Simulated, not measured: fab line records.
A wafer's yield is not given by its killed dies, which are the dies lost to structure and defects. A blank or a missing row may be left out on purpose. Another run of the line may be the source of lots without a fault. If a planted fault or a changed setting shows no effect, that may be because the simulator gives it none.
Matching of chambers    flow n5_finfet    rie_diel-01 running N5_HKMG_FIN_ETCH_86: 4 sister chambers
The step etches SOC in N2/H2, stops on TiN, target depth 393.2 nm. 8 wafers are shown with their chamber, then 9 later ones without.

## WAFERS PAIRED WITH THEIR CHAMBERS
wafer   chamber  showerhead_plenum_p_Torr (Torr)  throttle_valve_pct (%)
L083.5  2        2.62                             18.18
L083.6  1        2.70                             17.53
L087.1  1        2.70                             17.55
L087.4  3        2.66                             17.82
L087.5  0        2.43                             18.01
L089.1  0        2.43                             18.03
L089.2  3        2.66                             17.83
L089.4  2        2.61                             18.19

## WAFERS WITH NO CHAMBER GIVEN
wafer   showerhead_plenum_p_Torr (Torr)  throttle_valve_pct (%)
L092.4  2.66                             17.84
L092.5  2.42                             18.03
L092.6  2.69                             17.59
L093.1  2.69                             17.55
L093.4  2.42                             18.03
L093.6  2.66                             17.85
L094.1  2.69                             17.59
L094.2  2.42                             18.05
L094.3  2.66                             17.86

## WHICH CHAMBER EACH ONE RAN IN
wafer   from the rows above  in truth
L092.4  3                    3
L092.5  0                    0
L092.6  1                    1
L093.1  1                    1
L093.4  0                    0
L093.6  3                    3
L094.1  1                    1
L094.2  0                    0
L094.3  3                    3
Correctly placed: 9 of 9. From these rows, 0 cannot be placed. Placed wrongly: 0.
How it was worked out, from the rows above alone: a wafer's distance from a chamber is the root of the sum, over the readings, of the square of ((its reading less the chamber's mean) divided by the reading's scatter). If the next closest chamber is less than 2 further off than the closest, the wafer can't be placed; otherwise it belongs to the closest. The mean given for a chamber averages the wafers shown for that chamber. The scatter is the square root of a quotient: the sum, over the shown wafers, of each reading's squared deviation from its chamber's mean, divided by wafers minus chambers.
